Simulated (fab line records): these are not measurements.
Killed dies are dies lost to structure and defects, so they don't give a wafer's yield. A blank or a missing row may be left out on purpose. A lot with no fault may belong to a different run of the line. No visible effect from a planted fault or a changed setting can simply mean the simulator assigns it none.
Matching of chambers :: flow nandHarc :: 4 sister chambers for NHARC_A_BONDPAD_CMP_29 on cmp-03
The step polishes SiCN, target thk 200 nm. 16 wafers are shown with their chamber, then 8 later ones without.

WAFERS PAIRED WITH THEIR CHAMBERS
wafer: L074.3
chamber: 3
motorCurrentA (A): 12.4

wafer: L074.4
chamber: 0
motorCurrentA (A): 10.6

wafer: L074.5
chamber: 1
motorCurrentA (A): 13.3

wafer: L078.1
chamber: 0
motorCurrentA (A): 10.3

wafer: L078.4
chamber: 3
motorCurrentA (A): 11.3

wafer: L078.6
chamber: 0
motorCurrentA (A): 10.4

wafer: L083.2
chamber: 3
motorCurrentA (A): 12.0

wafer: L083.4
chamber: 2
motorCurrentA (A): 11.7

wafer: L083.5
chamber: 2
motorCurrentA (A): 12.3

wafer: L086.1
chamber: 3
motorCurrentA (A): 11.8

wafer: L086.4
chamber: 0
motorCurrentA (A): 10.1

wafer: L086.6
chamber: 1
motorCurrentA (A): 13.1

wafer: L091.1
chamber: 2
motorCurrentA (A): 12.0

wafer: L091.2
chamber: 0
motorCurrentA (A): 10.5

wafer: L091.6
chamber: 3
motorCurrentA (A): 11.7

wafer: L093.1
chamber: 3
motorCurrentA (A): 11.4

SIGNATURES (averages over the wafers above)
reading: motorCurrentA
chamber 0: 10.380
chamber 1: 13.200
chamber 2: 12.000
chamber 3: 11.767
scatter within a chamber: 0.311
Rule: for a wafer and a chamber, the distance is found by dividing, reading by reading, the gap between the wafer's reading and the chamber's mean by the reading's scatter, squaring, summing and taking the root. If the next closest chamber is less than 2 further off than the closest, the wafer can't be placed; otherwise it belongs to the closest. The scatter: the root of (the sum of the squares of (reading less its chamber's mean) over the shown wafers, divided by (wafers less chambers)).

WAFERS WHOSE CHAMBER IS MISSING
wafer: L093.5
motorCurrentA (A): 12.7

wafer: L093.6
motorCurrentA (A): 10.0

wafer: L095.1
motorCurrentA (A): 11.8

wafer: L095.3
motorCurrentA (A): 13.0

wafer: L095.5
motorCurrentA (A): 13.0

wafer: L097.1
motorCurrentA (A): 13.5

wafer: L097.4
motorCurrentA (A): 12.1

wafer: L097.6
motorCurrentA (A): 12.1

THE CHAMBER EACH PASSED THROUGH
wafer: L093.5
from the rows above: can't be placed: 1 or 2 or 3
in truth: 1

wafer: L093.6
from the rows above: 0
in truth: 0

wafer: L095.1
from the rows above: can't be placed: 3 or 2
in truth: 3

wafer: L095.3
from the rows above: 1
in truth: 1

wafer: L095.5
from the rows above: 1
in truth: 1

wafer: L097.1
from the rows above: 1
in truth: 1

wafer: L097.4
from the rows above: can't be placed: 2 or 3
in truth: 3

wafer: L097.6
from the rows above: can't be placed: 2 or 3
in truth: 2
Correct placement for 4 of the 8. Can't be placed from these rows: 4 (the true chamber is among the candidates in 4). Wrongly placed: 0.
